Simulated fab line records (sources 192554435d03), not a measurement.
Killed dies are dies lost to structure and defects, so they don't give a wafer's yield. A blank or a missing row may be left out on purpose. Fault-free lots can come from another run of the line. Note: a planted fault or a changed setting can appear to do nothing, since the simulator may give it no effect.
Split-lot experiment    flow n5 finfet    on a route of 1938 steps: 7 lots, 21 wafers read

## THE SPLIT
At N5_BEOL_M7_COAT_05 (resist thk 90 nm), the setting spin rpm was moved away from the recipe's 1500 rpm on 7 of the 21 wafers read, by -6.5% to +10.7%. For the rest of the wafers, this setting stayed at what the recipe calls for.

## FROM THE SPLIT TO THE READING: what the file shows between them, 5 steps
- N5_BEOL_M7_EBR_07
- N5_BEOL_M7_SOFTBAKE_06: time 60 s
- N5_BEOL_M7_EXPOSE_08: exposes mask M7
- N5_BEOL_M7_PEB_09: peb time 60 s
- N5_BEOL_M7_DEVELOP_10: develop time 30 s

## THE READING
CAR-ArF_of_BEOL_M7_COAT_05.thk nm (the simulator's own value, which no gauge read), in nm, at N5_BEOL_M7_DESCUM_16 (chemistry O2, time 7.9 s). The file does not state a usual value for it. Average 83.6 nm, standard deviation 0.25 nm, over the 14 wafers here run with the recipe.

wafer   tool, chamber at the split  spin rpm as run, rpm  against the recipe  CAR-ArF_of_BEOL_M7_COAT_05.thk nm, nm  against lot-mates on the recipe
L075.1  litho track-04, 0           1500                  recipe              83.2                                   -
L075.4  litho track-04, 0           1500                  recipe              83.6                                   -
L075.6  litho track-04, 0           1500                  recipe              83.6                                   -
L076.1  litho track-04, 0           1660                  +10.7%              79                                     no lot-mate on the recipe
L076.4  litho track-04, 0           1660                  +10.7%              79                                     no lot-mate on the recipe
L076.6  litho track-04, 0           1660                  +10.7%              79.2                                   no lot-mate on the recipe
L077.2  litho track-03, 0           1403                  -6.5%               87                                     +3.4
L077.3  litho track-03, 0           1403                  -6.5%               87.2                                   +3.6
L077.4  litho track-03, 0           1500                  recipe              83.6                                   -
L078.1  litho track-03, 0           1500                  recipe              83.6                                   -
L078.4  litho track-03, 0           1500                  recipe              83.8                                   -
L078.6  litho track-03, 0           1500                  recipe              83.8                                   -
L079.1  litho track-03, 0           1500                  recipe              83.8                                   -
L079.3  litho track-03, 0           1500                  recipe              83.8                                   -
L079.4  litho track-03, 0           1500                  recipe              84                                     -
L080.1  litho track-02, 0           1500                  recipe              83.2                                   -
L080.6  litho track-02, 0           1500                  recipe              83.2                                   -
L080.4  litho track-02, 0           1500                  recipe              83.4                                   -
L094.4  litho track-02, 0           1500                  recipe              83.8                                   -
L094.5  litho track-02, 0           1567                  +4.5%               81.8                                   -2.0
L094.6  litho track-02, 0           1567                  +4.5%               81.6                                   -2.2

THE FIT
A straight line over all 21 wafers: CAR-ArF_of_BEOL_M7_COAT_05.thk nm changes by -0.452 nm for each +1% of spin rpm; r = -0.99; the points scatter about the line by 0.29 nm.
The same after taking each lot's own level away (the mean of its wafers on the recipe; 18 wafers): -0.517 nm for each +1%; r = -0.99; scatter 0.14 nm.
The reading moves by 5.5 nm for the largest change in spin rpm, on that fit.
Across the lots, their own levels run from 83.27 to 83.87 nm, a range of 2.4 times the standard deviation given above.
In other words, the slope is changed by the lot-to-lot level; the two fits disagree.
Check: for one of the wafers moved furthest among these (-6.5%), held out of the fit, the line's prediction against its lot-mates is +3.37 nm. It came out at +3.4 nm against them.

## FURTHER SPLITS ON THESE WAFERS
Other splits were also applied to these wafers ahead of the reading. Each is held against what the fit with the lots' levels taken away leaves over:
other split on the same wafers  wafers away from the commonest value  r with CAR-ArF_of_BEOL_M7_COAT_05.thk nm (lot level and that fit taken away)
N5_BEOL_M2_COAT_73 spin rpm     5                                     +0.09
N5_BEOL_M3_ILD_DEP_00 time s    4                                     -0.06
N5_BEOL_M3_EXPOSE_25 dose mj    10                                    -0.35
N5_BEOL_M3_DESCUM_33 time s     9                                     -0.27
N5_BEOL_M4_EXPOSE_25 dose mj    7                                     -0.35
N5_BEOL_M4_ALD_98 ald cycles    6                                     -0.19
N5_BEOL_M5_ETCH_72 bias w       5                                     -0.11
N5_BEOL_M5_COAT_22 spin rpm     7                                     +0.43

## THE WHOLE CHAIN: every reading that the file lists as answering this split, in the file's order
step                   what it does              reading                                                                             change (the file's fit)                r (the file's)
N5_BEOL_M7_COAT_05     resist thk 90 nm          CAR-ArF_of_BEOL_M7_COAT_05.thk nm (the simulator's own value, which no gauge read)  -0.508 nm for each +1% of the setting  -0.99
N5_BEOL_M7_DEVELOP_10  develop time 30 s         CAR-ArF_of_BEOL_M7_COAT_05.thk nm (the simulator's own value, which no gauge read)  -0.529 nm for each +1% of the setting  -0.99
N5_BEOL_M7_DESCUM_16   chemistry O2, time 7.9 s  CAR-ArF_of_BEOL_M7_COAT_05.thk nm (the simulator's own value, which no gauge read)  -0.518 nm for each +1% of the setting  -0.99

## THE FILE'S OWN FIT
CAR-ArF_of_BEOL_M7_COAT_05.thk nm changes by -0.518 nm for each +1% of spin rpm, r = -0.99.
